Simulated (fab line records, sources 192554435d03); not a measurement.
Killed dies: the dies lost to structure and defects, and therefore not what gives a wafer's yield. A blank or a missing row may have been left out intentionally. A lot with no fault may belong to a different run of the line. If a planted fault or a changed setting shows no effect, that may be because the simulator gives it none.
Which tool did it? | flow n5 finfet | 24 lots with 72 wafers sampled at 4 steps, on a route of 1938 steps

== WHAT EACH GAUGE READ, for each wafer ==
N5_MIM_TOP_LITHO_OVL_MEAS_11. Usual: MIM_TOP_OVL 2 nm, standard deviation 5.3.
lot  | measured     | on         | MIM_TOP_OVL (nm) | flag
L074 | day 11 13:28 | overlay-01 | 5 3 -5           |
L076 | day 12 00:18 | overlay-01 | 1 -7 -7          |
L075 | day 12 00:20 | overlay-02 | 10 8 -5          |
L078 | day 12 16:54 | overlay-02 | -5 1 11          |
L077 | day 12 22:46 | overlay-01 | -4 7 7           |
L079 | day 13 11:28 | overlay-01 | -6 2 -1          |
L080 | day 13 22:51 | overlay-02 | -3 7 3           |
L083 | day 13 23:29 | overlay-01 | -3 -4 3          |
L082 | day 14 01:00 | overlay-02 | 9 7 5            |
L081 | day 14 02:02 | overlay-01 | 3 6 4            |
L085 | day 14 12:53 | overlay-02 | 1 2 7            |
L084 | day 14 13:15 | overlay-01 | -7 -16 0         |
L086 | day 15 09:06 | overlay-02 | 6 -6 2           |
L088 | day 15 10:40 | overlay-02 | 3 0 5            |
L087 | day 15 14:01 | overlay-02 | 4 1 8            |
L090 | day 16 00:03 | overlay-02 | 3 2 2            |
L092 | day 16 01:42 | overlay-02 | 7 2 8            |
L089 | day 16 02:04 | overlay-02 | -5 2 4           |
L091 | day 16 02:31 | overlay-02 | 5 5 5            |
L093 | day 16 18:32 | overlay-02 | -3 8 2           |
L095 | day 16 20:32 | overlay-02 | 0 -2 -2          |
L094 | day 17 00:47 | overlay-01 | 0 -2 -3          |
L097 | day 17 10:17 | overlay-02 | 4 0 -3           |
L096 | day 17 14:32 | overlay-01 | -2 -9 3          |

N5_PASSIVATION_OVL_MEAS_63. Usual: PAD_OVL -2 nm, standard deviation 6.6.
lot  | measured     | on         | PAD_OVL (nm) | flag
L074 | day 11 19:11 | overlay-02 | 4 -3 6       |
L076 | day 12 07:06 | overlay-01 | -3 0 0       |
L075 | day 12 06:35 | overlay-01 | -7 -2 -6     |
L078 | day 12 22:52 | overlay-01 | -9 -12 -3    |
L077 | day 13 05:30 | overlay-02 | 7 -3 0       |
L079 | day 13 15:43 | overlay-02 | 7 2 6        |
L080 | day 14 02:43 | overlay-01 | -7 -1 -12    |
L083 | day 14 08:38 | overlay-01 | 0 -3 -17     |
L082 | day 14 08:16 | overlay-02 | 1 -5 1       |
L081 | day 14 08:48 | overlay-02 | 7 2 11       |
L085 | day 14 20:28 | overlay-01 | 2 -7 0       |
L084 | day 14 20:04 | overlay-01 | -10 -1 -3    |
L086 | day 15 17:31 | overlay-02 | 8 -3 -2      |
L088 | day 15 17:40 | overlay-02 | -8 -6 -5     |
L087 | day 15 18:16 | overlay-02 | 2 -6 2       |
L090 | day 16 05:19 | overlay-01 | -7 -5 0      |
L092 | day 16 06:00 | overlay-01 | -9 -26 -9    |
L089 | day 16 08:14 | overlay-02 | -5 -1 -10    |
L091 | day 16 08:38 | overlay-02 | -5 -8 -10    |
L093 | day 17 01:36 | overlay-01 | -4 -2 -12    |
L095 | day 17 01:20 | overlay-01 | 11 0 -1      |
L094 | day 17 05:20 | overlay-01 | 3 -12 6      |
L097 | day 17 14:43 | overlay-01 | 0 3 2        |
L096 | day 17 19:19 | overlay-01 | 6 2 3        |

== WHAT TOOL EACH LOT RAN ON (gives the tool, then ch and the chambers of the sampled wafers, and finally the start) ==
lot  | N5_BEOL_M15_STRIP_62                          | N5_PASSIVATION_PASS_ETCH_74
L074 | rie diel-03 ch 0,2,3, day 11 13:28 or earlier | rie diel-03 ch 1,2,3, day 11 17:47
L076 | rie diel-02 ch 0,1,3, day 12 00:18 or earlier | rie diel-05 ch 1,3, day 12 05:14
L075 | rie diel-02 ch 2,3, day 12 00:20 or earlier   | rie diel-02 ch 0,2,3, day 12 04:29
L078 | rie diel-02 ch 0,1,2, day 12 16:54 or earlier | rie diel-05 ch 2,3, day 12 21:05
L077 | rie diel-05 ch 1,3, day 12 22:46 or earlier   | rie diel-03 ch 0,3, day 13 02:25
L079 | rie diel-03 ch 0,1,2, day 13 11:28 or earlier | rie diel-05 ch 1,3, day 13 14:01
L080 | rie diel-02 ch 0,1,2, day 13 22:51 or earlier | rie diel-03 ch 0,2,3, day 14 01:08
L083 | rie diel-02 ch 0,1, day 13 23:29 or earlier   | rie diel-05 ch 0,2,3, day 14 06:52
L082 | rie diel-02 ch 2,3, day 14 01:00 or earlier   | rie diel-02 ch 0,1,3, day 14 06:32
L081 | rie diel-05 ch 1,2,3, day 14 02:02 or earlier | rie diel-03 ch 0,3, day 14 06:54
L085 | rie diel-03 ch 0,2, day 14 12:53 or earlier   | rie diel-02 ch 0,1,3, day 14 18:49
L084 | rie diel-05 ch 0,3, day 14 13:15 or earlier   | rie diel-02 ch 2,3, day 14 18:20
L086 | rie diel-02 ch 1,2, day 15 09:06 or earlier   | rie diel-03 ch 0,2,3, day 15 13:32
L088 | rie diel-05 ch 0,3, day 15 10:40 or earlier   | rie diel-02 ch 1,2,3, day 15 13:32
L087 | rie diel-05 ch 0,1,3, day 15 14:01 or earlier | rie diel-05 ch 0,3, day 15 17:00
L090 | rie diel-03 ch 0,1, day 16 00:03 or earlier   | rie diel-05 ch 0,1, day 16 03:59
L092 | rie diel-03 ch 0,1,2, day 16 01:42 or earlier | rie diel-03 ch 0,1,2, day 16 04:32
L089 | rie diel-05 ch 0,3, day 16 02:04 or earlier   | rie diel-03 ch 2,3, day 16 06:05
L091 | rie diel-02 ch 1,3, day 16 02:31 or earlier   | rie diel-02 ch 0,1,2, day 16 06:14
L093 | rie diel-05 ch 0,1, day 16 18:32 or earlier   | rie diel-03 ch 0,1,3, day 16 23:52
L095 | rie diel-03 ch 0,1,2, day 16 20:32 or earlier | rie diel-03 ch 0,2,3, day 16 23:23
L094 | rie diel-02 ch 1,2,3, day 17 00:47 or earlier | rie diel-03 ch 1,2,3, day 17 04:05
L097 | rie diel-03 ch 0,1,3, day 17 10:17 or earlier | rie diel-02 ch 2,3, day 17 13:10
L096 | rie diel-05 ch 1,2,3, day 17 14:32 or earlier | rie diel-05 ch 0,1,2, day 17 17:17
- N5_BEOL_M15_STRIP_62: strips in O2.
- N5_PASSIVATION_PASS_ETCH_74: etches SiNx in CF4/O2, target depth 220 nm, time 110 s.

== WHAT THE TOOLS THEMSELVES READ (means of the sampled wafers that have a number; where no wafer has one, the mark that the record gives instead) ==
N5_BEOL_M15_STRIP_62. Usual: drypump motor current A 5.8 A, standard deviation 0.51; oes product au 0.78 a.u., standard deviation 0.069; rf vpp V 3.7 V, standard deviation 0.49; showerhead plenum p Torr 2.08 Torr, standard deviation 0.047; throttle valve pct 16.67 %, standard deviation 0.26.
lot  | tool        | drypump motor current A (A) | oes product au (a.u.) | rf vpp V (V) | showerhead plenum p Torr (Torr) | throttle valve pct (%) | flag
L074 | rie diel-03 | 5.9                         | 0.77                  | 3.7          | 2.11                            | 16.69                  |
L076 | rie diel-02 | 5.5                         | 0.78                  | 3.8          | 2.06                            | 16.61                  |
L075 | rie diel-02 | 5.7                         | 0.72                  | 3.5          | 2.10                            | 16.97                  |
L078 | rie diel-02 | 5.9                         | 0.76                  | 3.7          | 2.07                            | 16.65                  |
L077 | rie diel-05 | 5.9                         | 0.74                  | 3.8          | 2.12                            | 16.70                  |
L079 | rie diel-03 | 5.3                         | 0.87                  | 3.5          | 2.11                            | 16.54                  |
L080 | rie diel-02 | 5.8                         | 0.76                  | 3.5          | 2.06                            | 16.67                  |
L083 | rie diel-02 | 5.6                         | 0.79                  | 4.1          | 2.03                            | 16.51                  |
L082 | rie diel-02 | 6.1                         | 0.70                  | 3.6          | 2.10                            | 17.04                  |
L081 | rie diel-05 | 6.0                         | 0.76                  | 3.3          | 2.10                            | 16.71                  |
L085 | rie diel-03 | 5.5                         | 0.84                  | 4.0          | 2.07                            | 16.62                  |
L084 | rie diel-05 | 6.2                         | 0.84                  | 3.8          | 2.04                            | 16.72                  |
L086 | rie diel-02 | 6.0                         | 0.73                  | 4.3          | 2.04                            | 16.76                  |
L088 | rie diel-05 | 6.2                         | 0.82                  | 3.6          | 2.04                            | 16.74                  |
L087 | rie diel-05 | 5.9                         | 0.80                  | 4.0          | 2.07                            | 16.59                  |
L090 | rie diel-03 | 5.1                         | 0.79                  | 3.7          | 2.06                            | 16.69                  |
L092 | rie diel-03 | 5.3                         | 0.83                  | 3.7          | 2.11                            | 16.58                  |
L089 | rie diel-05 | 6.2                         | 0.82                  | 3.7          | 2.04                            | 16.75                  |
L091 | rie diel-02 | 5.5                         | 0.72                  | 3.9          | 2.05                            | 16.86                  |
L093 | rie diel-05 | 5.7                         | 0.75                  | 3.8          | 2.11                            | 16.48                  |
L095 | rie diel-03 | 5.3                         | 0.82                  | 3.6          | 2.10                            | 16.59                  |
L094 | rie diel-02 | 5.8                         | 0.71                  | 3.4          | 2.06                            | 16.91                  |
L097 | rie diel-03 | 5.6                         | 0.78                  | 3.3          | 2.09                            | 16.66                  |
L096 | rie diel-05 | 6.0                         | 0.74                  | 3.9          | 2.09                            | 16.76                  |

N5_PASSIVATION_PASS_ETCH_74. Usual: drypump motor current A 5.8 A, standard deviation 0.53; oes product au 0.78 a.u., standard deviation 0.073; rf vpp V 242 V, standard deviation 5.2; showerhead plenum p Torr 2.19 Torr, standard deviation 0.049; throttle valve pct 15.93 %, standard deviation 0.21.
lot  | tool        | drypump motor current A (A) | oes product au (a.u.) | rf vpp V (V) | showerhead plenum p Torr (Torr) | throttle valve pct (%) | flag
L074 | rie diel-03 | 5.7                         | 0.79                  | 242          | 2.24                            | 15.95                  |
L076 | rie diel-05 | 5.9                         | 0.74                  | 238          | 2.22                            | 16.00                  |
L075 | rie diel-02 | 5.7                         | 0.76                  | 246          | 2.16                            | 15.93                  |
L078 | rie diel-05 | 6.2                         | 0.79                  | 239          | 2.17                            | 16.13                  |
L077 | rie diel-03 | 5.8                         | 0.80                  | 245          | 2.16                            | 15.91                  |
L079 | rie diel-05 | 5.9                         | 0.73                  | 237          | 2.22                            | 16.02                  |
L080 | rie diel-03 | 5.9                         | 0.84                  | 241          | 2.20                            | 15.83                  |
L083 | rie diel-05 | 6.1                         | 0.83                  | 240          | 2.18                            | 15.93                  |
L082 | rie diel-02 | 5.5                         | 0.78                  | 246          | 2.14                            | 15.84                  |
L081 | rie diel-03 | 5.8                         | 0.79                  | 244          | 2.16                            | 15.92                  |
L085 | rie diel-02 | 5.5                         | 0.77                  | 246          | 2.14                            | 15.85                  |
L084 | rie diel-02 | 5.7                         | 0.69                  | 247          | 2.17                            | 16.18                  |
L086 | rie diel-03 | 5.9                         | 0.82                  | 242          | 2.19                            | 15.85                  |
L088 | rie diel-02 | 5.8                         | 0.71                  | 244          | 2.15                            | 16.11                  |
L087 | rie diel-05 | 6.0                         | 0.86                  | 245          | 2.16                            | 15.88                  |
L090 | rie diel-05 | 5.8                         | 0.83                  | 243          | 2.19                            | 15.76                  |
L092 | rie diel-03 | 5.3                         | 0.84                  | 246          | 2.20                            | 15.86                  |
L089 | rie diel-03 | 6.3                         | 0.81                  | 237          | 2.22                            | 15.82                  |
L091 | rie diel-02 | 5.8                         | 0.75                  | 243          | 2.14                            | 15.89                  |
L093 | rie diel-03 | 5.6                         | 0.78                  | 244          | 2.19                            | 15.93                  |
L095 | rie diel-03 | 5.9                         | 0.80                  | 241          | 2.19                            | 15.87                  |
L094 | rie diel-03 | 5.7                         | 0.81                  | 241          | 2.23                            | 15.85                  |
L097 | rie diel-02 | 5.7                         | 0.67                  | 246          | 2.16                            | 16.23                  |
L096 | rie diel-05 | 5.8                         | 0.77                  | 239          | 2.20                            | 15.86                  |

== THE ANSWER, worked out from the rows above alone ==
Rule: a lot counts as off when the mean over its wafers that have a number is more than 3 standard deviations away from the usual mean. Also off: a lot with no number at a reading for which 4 or more lots have one. The other lots that the step has rows for count as sound. The gauges are gone through in route order, then the tools' own readings, and for those a lot's mean is taken as printed above. At the first step where some lot is off, the reading lying furthest off is the one used; lots without a number count as furthest.
None of the lots is off at any reading shown; this tells nothing.

== WHAT HAD BEEN PUT IN BY THE SIMULATOR ==
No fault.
